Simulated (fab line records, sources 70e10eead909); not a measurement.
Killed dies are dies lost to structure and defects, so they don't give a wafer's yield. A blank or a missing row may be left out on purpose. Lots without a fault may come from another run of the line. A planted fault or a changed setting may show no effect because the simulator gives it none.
Which tool did it? | flow nand_harc | 24 lots, 72 wafers sampled, at 4 steps of a route of 1159

WHAT THE GAUGES READ, wafer by wafer
NHARC_A_CONTACT_CD_MEAS_80.
lot  | measured     | on        | cd_nm (nm)
L074 | day 16 20:40 | cd_sem-02 | 190.6 190.4 190.2
L075 | day 17 02:09 | cd_sem-01 | 189.9 190.2 189.5
L077 | day 17 04:58 | cd_sem-02 | 188.5 189.1 189.9
L079 | day 17 05:47 | cd_sem-03 | 187.6 187.0 187.6
L076 | day 17 10:07 | cd_sem-03 | 188.6 188.9 189.5
L078 | day 17 11:48 | cd_sem-01 | 188.4 188.5 188.7
L081 | day 18 05:15 | cd_sem-02 | 190.5 189.8 190.4
L080 | day 18 14:16 | cd_sem-01 | 189.5 190.1 190.3
L083 | day 18 15:15 | cd_sem-01 | 190.2 189.1 189.4
L082 | day 19 06:07 | cd_sem-03 | 189.9 189.4 190.2
L084 | day 19 09:45 | cd_sem-01 | 190.1 189.9 190.1
L086 | day 19 21:55 | cd_sem-01 | 191.0 190.4 190.2
L087 | day 19 23:25 | cd_sem-01 | 190.1 189.9 189.6
L085 | day 20 02:53 | cd_sem-02 | 189.3 189.3 189.4
L089 | day 20 10:15 | cd_sem-03 | 188.5 188.8 188.5
L088 | day 20 12:40 | cd_sem-01 | 189.5 189.8 189.6
L091 | day 21 01:17 | cd_sem-03 | 190.3 190.0 190.5
L090 | day 21 03:49 | cd_sem-03 | 189.0 189.2 188.8
L093 | day 21 10:50 | cd_sem-02 | 189.8 189.2 190.2
L094 | day 21 12:31 | cd_sem-02 | 187.7 188.5 188.0
L092 | day 22 02:49 | cd_sem-02 | 189.7 189.4 189.8
L096 | day 22 03:36 | cd_sem-02 | 189.5 189.7 189.4
L095 | day 22 07:33 | cd_sem-02 | 188.0 188.8 188.6
L097 | day 22 18:16 | cd_sem-02 | 189.4 189.7 189.5

WHICH TOOL RAN EACH LOT (tool, then ch and the chambers of the sampled wafers, then the start)
lot  | NHARC_A_CONTACT_ETCH_121             | NHARC_A_CONTACT_DEP_57        | NHARC_A_CONTACT_ETCH_126
L074 | har_cap_etch-02 ch 0,1, day 16 11:30 | acl_dep-02 ch 0, day 16 14:35 | har_cap_etch-01 ch 0,1, day 16 18:52
L075 | har_cap_etch-03 ch 0,1, day 16 17:13 | acl_dep-03 ch 0, day 16 20:01 | har_cap_etch-01 ch 0,1, day 17 00:20
L077 | har_cap_etch-02 ch 0,1, day 16 19:28 | acl_dep-03 ch 0, day 16 23:00 | har_cap_etch-03 ch 0,1, day 17 03:13
L079 | har_cap_etch-02 ch 0,1, day 16 21:24 | acl_dep-02 ch 0, day 16 23:36 | har_cap_etch-02 ch 0,1, day 17 04:01
L076 | har_cap_etch-03 ch 0,1, day 17 01:42 | acl_dep-02 ch 0, day 17 03:46 | har_cap_etch-03 ch 0,1, day 17 07:59
L078 | har_cap_etch-01 ch 0,1, day 17 03:13 | acl_dep-02 ch 0, day 17 05:28 | har_cap_etch-02 ch 0, day 17 09:41
L081 | har_cap_etch-03 ch 0,1, day 17 21:17 | acl_dep-02 ch 0, day 17 23:31 | har_cap_etch-01 ch 0,1, day 18 03:30
L080 | har_cap_etch-02 ch 0,1, day 18 05:02 | acl_dep-02 ch 0, day 18 06:58 | har_cap_etch-02 ch 0,1, day 18 12:29
L083 | har_cap_etch-03 ch 0,1, day 18 06:42 | acl_dep-01 ch 0, day 18 08:47 | har_cap_etch-03 ch 0,1, day 18 13:04
L082 | har_cap_etch-03 ch 0,1, day 18 22:04 | acl_dep-03 ch 0, day 19 00:00 | har_cap_etch-02 ch 0,1, day 19 04:05
L084 | har_cap_etch-01 ch 0,1, day 19 00:21 | acl_dep-03 ch 0, day 19 03:51 | har_cap_etch-03 ch 0,1, day 19 07:58
L086 | har_cap_etch-02 ch 0,1, day 19 13:29 | acl_dep-03 ch 0, day 19 15:58 | har_cap_etch-01 ch 0,1, day 19 19:46
L087 | har_cap_etch-03 ch 0,1, day 19 14:24 | acl_dep-03 ch 0, day 19 17:59 | har_cap_etch-03 ch 0,1, day 19 21:41
L085 | har_cap_etch-02 ch 0,1, day 19 18:51 | acl_dep-01 ch 0, day 19 20:48 | har_cap_etch-01 ch 0,1, day 20 01:07
L089 | har_cap_etch-02 ch 0,1, day 20 01:16 | acl_dep-03 ch 0, day 20 05:01 | har_cap_etch-03 ch 0,1, day 20 08:30
L088 | har_cap_etch-02 ch 0,1, day 20 03:38 | acl_dep-02 ch 0, day 20 06:43 | har_cap_etch-01 ch 0,1, day 20 10:53
L091 | har_cap_etch-03 ch 0,1, day 20 16:58 | acl_dep-03 ch 0, day 20 19:40 | har_cap_etch-01 ch 0,1, day 20 23:29
L090 | har_cap_etch-02 ch 0,1, day 20 19:17 | acl_dep-03 ch 0, day 20 22:03 | har_cap_etch-03 ch 0,1, day 21 02:04
L093 | har_cap_etch-03 ch 0, day 20 23:05   | acl_dep-03 ch 0, day 21 05:21 | har_cap_etch-02 ch 0, day 21 09:04
L094 | har_cap_etch-02 ch 0,1, day 21 01:26 | acl_dep-03 ch 0, day 21 07:04 | har_cap_etch-03 ch 0,1, day 21 10:46
L092 | har_cap_etch-03 ch 0,1, day 21 18:47 | acl_dep-03 ch 0, day 21 21:01 | har_cap_etch-02 ch 0,1, day 22 00:55
L096 | har_cap_etch-01 ch 0,1, day 21 19:39 | acl_dep-02 ch 0, day 21 22:26 | har_cap_etch-01 ch 0,1, day 22 01:45
L095 | har_cap_etch-03 ch 0,1, day 21 22:19 | acl_dep-02 ch 0, day 22 01:13 | har_cap_etch-01 ch 0,1, day 22 05:24
L097 | har_cap_etch-03 ch 0,1, day 22 09:37 | acl_dep-01 ch 0, day 22 11:59 | har_cap_etch-03 ch 0,1, day 22 16:29
- NHARC_A_CONTACT_ETCH_121: etches the open film in C4F8/O2/Ar, time 94 s, target depth 922 nm.
- NHARC_A_CONTACT_DEP_57: deposits aC, target thk 2800 nm.
- NHARC_A_CONTACT_ETCH_126: etches the open film in C4F8/O2/Ar, time 155 s, target depth 956 nm.

WHAT THE TOOLS THEMSELVES READ (means of the sampled wafers that have a number; where no wafer has one, the mark that the record gives instead)
NHARC_A_CONTACT_DEP_57.
lot  | tool       | throttle_valve_pct (%)
L074 | acl_dep-02 | 35.002
L075 | acl_dep-03 | 34.994
L077 | acl_dep-03 | 34.995
L079 | acl_dep-02 | 35.000
L076 | acl_dep-02 | 35.000
L078 | acl_dep-02 | 34.994
L081 | acl_dep-02 | 34.992
L080 | acl_dep-02 | 34.998
L083 | acl_dep-01 | 35.001
L082 | acl_dep-03 | 34.995
L084 | acl_dep-03 | 35.001
L086 | acl_dep-03 | 34.997
L087 | acl_dep-03 | 35.001
L085 | acl_dep-01 | 35.003
L089 | acl_dep-03 | 35.002
L088 | acl_dep-02 | 35.002
L091 | acl_dep-03 | 34.995
L090 | acl_dep-03 | 34.996
L093 | acl_dep-03 | 35.003
L094 | acl_dep-03 | 35.002
L092 | acl_dep-03 | 34.998
L096 | acl_dep-02 | 34.994
L095 | acl_dep-02 | 35.003
L097 | acl_dep-01 | 34.994

THE ANSWER, worked out from the rows above alone
Rule: what is usual is taken from the lots themselves. Put in order of their means at a reading, lots are off if they are a third of the lots or fewer, leave a main group of 4 or more, and stand apart from it by a gap of 3 or more times the standard deviation of the main group's means; of several such gaps the widest counts. A main group whose means are all the same, to the digits that the tables above print for the reading, isn't used. A lot without any number at a reading at which 4 lots or more have one is off too. The other lots that the step has rows for count as sound. The gauges are gone through in route order, then the tools' own readings, and for those a lot's mean is taken as printed above. The first step at which some lot is off is used, and at that step the reading that is off furthest; a lot without a number counts as furthest.
No lot is off at any reading shown: from this, nothing can be told.

WHAT THE SIMULATOR HAD PUT IN
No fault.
